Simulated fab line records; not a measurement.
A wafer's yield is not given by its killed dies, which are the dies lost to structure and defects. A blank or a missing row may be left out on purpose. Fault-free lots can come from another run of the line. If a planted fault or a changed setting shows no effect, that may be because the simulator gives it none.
Chamber matching :: flow nand_harc :: NHARC_A_CONTACT_CMP_20 on cmp-02 has 4 sister chambers
The step polishes, t overpolish 30 s, target thk 300 nm. 4 wafers are shown with their chamber, then 11 later ones without.

== WAFERS PAIRED WITH THEIR CHAMBERS ==
wafer: L084.2
chamber: 0
motor_current_A (A): 9.8

wafer: L088.6
chamber: 1
motor_current_A (A): 13.1

wafer: L085.5
chamber: 2
motor_current_A (A): 10.9

wafer: L090.3
chamber: 3
motor_current_A (A): 13.4

== WAFERS WITHOUT THEIR CHAMBER ==
wafer: L090.4
motor_current_A (A): 9.6

wafer: L090.5
motor_current_A (A): 12.3

wafer: L089.2
motor_current_A (A): 13.2

wafer: L089.3
motor_current_A (A): 9.9

wafer: L089.5
motor_current_A (A): 13.0

wafer: L087.3
motor_current_A (A): 13.3

wafer: L087.4
motor_current_A (A): 10.2

wafer: L087.5
motor_current_A (A): 9.1

wafer: L091.1
motor_current_A (A): 9.7

wafer: L091.2
motor_current_A (A): 11.8

wafer: L091.5
motor_current_A (A): 11.2

== CHAMBER TAKEN BY EACH ==
wafer: L090.4
from the rows above: 0
in truth: 0

wafer: L090.5
from the rows above: can't be placed: 1 or 3 or 2
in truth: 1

wafer: L089.2
from the rows above: can't be placed: 1 or 3
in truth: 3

wafer: L089.3
from the rows above: can't be placed: 0 or 2
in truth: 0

wafer: L089.5
from the rows above: can't be placed: 1 or 3
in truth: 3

wafer: L087.3
from the rows above: can't be placed: 3 or 1
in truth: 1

wafer: L087.4
from the rows above: can't be placed: 0 or 2
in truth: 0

wafer: L087.5
from the rows above: 0
in truth: 0

wafer: L091.1
from the rows above: 0
in truth: 0

wafer: L091.2
from the rows above: can't be placed: 2 or 1 or 3
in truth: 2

wafer: L091.5
from the rows above: 2
in truth: 2
Correctly placed: 4 of 11. From these rows, 7 cannot be placed; in 7 the true chamber is one of the candidates. Wrongly placed: 0.
How it was worked out, from the rows above alone: a wafer's distance from a chamber is the root of the sum, over the readings, of the square of ((its reading less the chamber's mean) divided by the reading's scatter). The wafer belongs to the nearest chamber; if the next one is less than 2 further off, it can't be placed. The mean given for a chamber averages the wafers shown for that chamber. The scatter: root of mean squared gap, hidden wafer to nearest shown wafer, with one shown wafer a chamber.
